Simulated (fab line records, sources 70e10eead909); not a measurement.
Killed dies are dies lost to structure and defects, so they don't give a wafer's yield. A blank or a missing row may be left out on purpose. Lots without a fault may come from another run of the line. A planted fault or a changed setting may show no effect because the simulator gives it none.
Chamber matching | flow nand_harc | NHARC_P_CONTACT_CMP_01 on cmp-03: 4 sister chambers
The step polishes SiO2, target thk 200 nm. 4 wafers are shown with their chamber, then 8 later ones without.

WAFERS WITH THEIR CHAMBER
wafer  | chamber | motor_current_A (A)
L083.3 | 3       | 12.7
L091.1 | 1       | 12.4
L091.4 | 2       | 14.4
L094.3 | 0       | 13.4

WAFERS WITHOUT THEIR CHAMBER
wafer  | motor_current_A (A)
L094.4 | 14.2
L094.6 | 14.9
L095.1 | 13.0
L095.2 | 12.9
L095.6 | 12.5
L096.2 | 12.5
L096.4 | 12.8
L096.5 | 13.5

WHICH CHAMBER EACH WENT THROUGH
wafer  | from the rows above          | in truth
L094.4 | 2                            | 2
L094.6 | 2                            | 2
L095.1 | can't be placed: 3 or 0 or 1 | 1
L095.2 | can't be placed: 3 or 0 or 1 | 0
L095.6 | can't be placed: 1 or 3      | 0
L096.2 | can't be placed: 1 or 3      | 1
L096.4 | can't be placed: 3 or 1      | 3
L096.5 | 0                            | 0
Placed correctly: 3 of 8. Can't be placed from these rows: 5 (the true chamber is among the candidates in 4). Placed wrongly: 0.
How it was worked out, from the rows above alone: a wafer's distance from a chamber is the root of the sum, over the readings, of the square of ((its reading less the chamber's mean) divided by the reading's scatter). The wafer belongs to the nearest chamber; if the next one is less than 2 further off, it can't be placed. A chamber's mean is the mean of its shown wafers. The scatter: with one shown wafer a chamber, the root of the mean of the squares of how far each hidden wafer lies from its nearest shown one.
